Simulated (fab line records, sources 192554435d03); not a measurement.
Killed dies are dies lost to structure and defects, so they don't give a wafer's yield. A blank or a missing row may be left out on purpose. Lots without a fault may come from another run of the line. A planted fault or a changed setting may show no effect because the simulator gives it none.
Chamber matching | flow n5_finfet | N5_BEOL_M9_CMP_52 on cmp-04: 4 sister chambers
The step polishes, stops on SiCOH lowk, t overpolish 7 s, target thk 140 nm. 4 wafers are shown with their chamber, then 8 later ones without.

WAFERS WITH THEIR CHAMBER
wafer  | chamber | motor_current_A (A)
L082.4 | 2       | 6.3
L084.1 | 1       | 5.8
L084.2 | 0       | 5.7
L087.1 | 3       | 7.0

WAFERS WITHOUT THEIR CHAMBER
wafer  | motor_current_A (A)
L087.4 | 5.7
L087.6 | 5.9
L088.1 | 6.2
L088.4 | 5.7
L088.5 | 5.9
L095.1 | 6.6
L095.3 | 5.8
L095.6 | 6.2

WHICH CHAMBER EACH WENT THROUGH
wafer  | from the rows above     | in truth
L087.4 | can't be placed: 0 or 1 | 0
L087.6 | can't be placed: 1 or 0 | 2
L088.1 | 2                       | 2
L088.4 | can't be placed: 0 or 1 | 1
L088.5 | can't be placed: 1 or 0 | 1
L095.1 | can't be placed: 2 or 3 | 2
L095.3 | can't be placed: 1 or 0 | 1
L095.6 | 2                       | 2
Placed correctly: 2 of 8. Can't be placed from these rows: 6 (the true chamber is among the candidates in 5). Placed wrongly: 0.
How it was worked out, from the rows above alone: a wafer's distance from a chamber is the root of the sum, over the readings, of the square of ((its reading less the chamber's mean) divided by the reading's scatter). The wafer belongs to the nearest chamber; if the next one is less than 2 further off, it can't be placed. A chamber's mean is the mean of its shown wafers. The scatter: with one shown wafer a chamber, the root of the mean of the squares of how far each hidden wafer lies from its nearest shown one.
